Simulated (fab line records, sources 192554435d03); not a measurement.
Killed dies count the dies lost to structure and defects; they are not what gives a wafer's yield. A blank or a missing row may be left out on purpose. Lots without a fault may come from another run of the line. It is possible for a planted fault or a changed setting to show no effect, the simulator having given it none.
Chamber matching    flow n5Finfet    N5_MOL_CONTACT_COAG_VIA_ETCH_46 on rieDiel-06: 4 sister chambers
The step etches SiO2 in C4F6/O2, target depth 46 nm, overetch 9.2 nm, time 40 s. 4 wafers are shown with their chamber, then 11 later ones without.

WAFERS, EACH WITH ITS CHAMBER
wafer   chamber  rfVppV (V)
L088.5  0        1674
L090.1  3        1601
L090.2  2        1584
L094.1  1        1561

WAFERS MISSING THEIR CHAMBER
wafer   rfVppV (V)
L094.2  1670
L094.5  1601
L095.1  1585
L095.2  1673
L095.5  1563
L096.1  1585
L096.2  1563
L096.6  1563
L097.1  1584
L097.3  1563
L097.5  1672

WHICH CHAMBER EACH WENT THROUGH
wafer   from the rows above  in truth
L094.2  0                    0
L094.5  3                    3
L095.1  2                    2
L095.2  0                    0
L095.5  1                    1
L096.1  2                    2
L096.2  1                    1
L096.6  1                    1
L097.1  2                    2
L097.3  1                    1
L097.5  0                    0
Placed correctly: 11 of 11. Number that these rows cannot place: 0. Number placed wrongly: 0.
How it was worked out, from the rows above alone: a wafer's distance from a chamber is the root of the sum, over the readings, of the square of ((its reading less the chamber's mean) divided by the reading's scatter). The wafer belongs to the nearest chamber; if the next one is less than 2 further off, it can't be placed. For every chamber, the mean is computed from those of its wafers that are shown. The scatter: with one shown wafer a chamber, the root of the mean of the squares of how far each hidden wafer lies from its nearest shown one.
